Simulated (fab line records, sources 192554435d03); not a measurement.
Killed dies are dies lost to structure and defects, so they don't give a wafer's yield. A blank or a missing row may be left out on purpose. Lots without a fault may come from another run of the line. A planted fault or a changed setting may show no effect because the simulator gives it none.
Split-lot experiment | flow n5_finfet | 7 lots, 21 wafers read, on a route of 1938 steps

THE SPLIT
At N5_BEOL_M7_VIA_ETCH_34 (etches SiCOH lowk in C4F6/O2, target depth 125.5 nm, time 50.5 s), the setting bias_w was moved away from the recipe's 185 W on 11 of the 21 wafers read, by -10.3% to +15.5%. The other wafers ran this setting at the recipe's value.

The reading is taken at the split's own step.

THE READING
rf_vpp_V, in V, at N5_BEOL_M7_VIA_ETCH_34 (etches SiCOH lowk in C4F6/O2, target depth 125.5 nm, time 50.5 s). Fault-free wafers of this fab line usually give 671 V, standard deviation 7.5 V.

wafer  | tool, chamber at the split | bias_w as run, W | against the recipe | rf_vpp_V, V | against lot-mates on the recipe
L074.3 | rie_diel-04, 2             | 171.1            | -7.5%              | 620         | -54
L074.4 | rie_diel-04, 1             | 185              | recipe             | 674         | -
L074.6 | rie_diel-04, 1             | 171.1            | -7.5%              | 633         | -41
L078.1 | rie_diel-04, 0             | 185              | recipe             | 678         | -
L078.2 | rie_diel-04, 2             | 165.9            | -10.3%             | 606         | -72
L078.4 | rie_diel-04, 1             | 165.9            | -10.3%             | 617         | -61
L083.4 | rie_diel-04, 1             | 166.7            | -9.9%              | 619         | -58
L083.5 | rie_diel-04, 3             | 166.7            | -9.9%              | 620         | -57
L083.6 | rie_diel-04, 0             | 185              | recipe             | 677         | -
L089.2 | rie_diel-04, 1             | 185              | recipe             | 674         | -
L089.3 | rie_diel-04, 2             | 185              | recipe             | 661         | -
L089.4 | rie_diel-04, 0             | 167.7            | -9.4%              | 624         | -44
L087.2 | rie_diel-05, 2             | 185              | recipe             | 652         | -
L087.3 | rie_diel-05, 0             | 185              | recipe             | 673         | -
L087.6 | rie_diel-05, 0             | 185              | recipe             | 674         | -
L091.2 | rie_diel-02, 1             | 185              | recipe             | 666         | -
L091.3 | rie_diel-02, 0             | 201              | +8.6%              | 717         | +51
L091.4 | rie_diel-02, 3             | 201              | +8.6%              | 713         | +47
L096.1 | rie_diel-05, 3             | 213.7            | +15.5%             | 766         | +82
L096.4 | rie_diel-05, 0             | 213.7            | +15.5%             | 755         | +71
L096.6 | rie_diel-05, 3             | 185              | recipe             | 684         | -

THE FIT
A straight line over all 21 wafers: rf_vpp_V changes by +5.56 V for each +1% of bias_w; r = +0.99; the points scatter about the line by 7.6 V.
The same after taking each lot's own level away (the mean of its wafers on the recipe; 21 wafers): +5.5 V for each +1%; r = +0.99; scatter 7.3 V.
On that fit, the largest move of bias_w shifts the reading by 85 V.
The lots' own levels span 666.0 to 684.0 V, that is 2.4 times the standard deviation above.
So the lot-to-lot level changes the slope little: the two slopes agree.
Check: with one of the wafers moved furthest among these (+15.5%) left out of the fit, the line predicts +83.5 V for it against its lot-mates. It came out at +82 V against them.
Tool readings at the split's step, against how far the setting was moved: rf_vpp_V r = +0.99.

OTHER SPLITS ON THESE WAFERS
These wafers also went through other splits before the reading. Each is held against what the fit with the lots' levels taken away leaves over:
other split on the same wafers             | wafers away from the commonest value | r with rf_vpp_V (lot level and that fit taken away)
N5_BEOL_M5_ALD_86 co_reactant_pulse_time_s | 5                                    | +0.26
N5_BEOL_M6_ETCH_62 time_s                  | 5                                    | +0.20
N5_BEOL_M6_DEP_56 time_s                   | 7                                    | +0.43

THE FILE'S OWN FIT
rf_vpp_V changes by +5.44 V for each +1% of bias_w, r = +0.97.
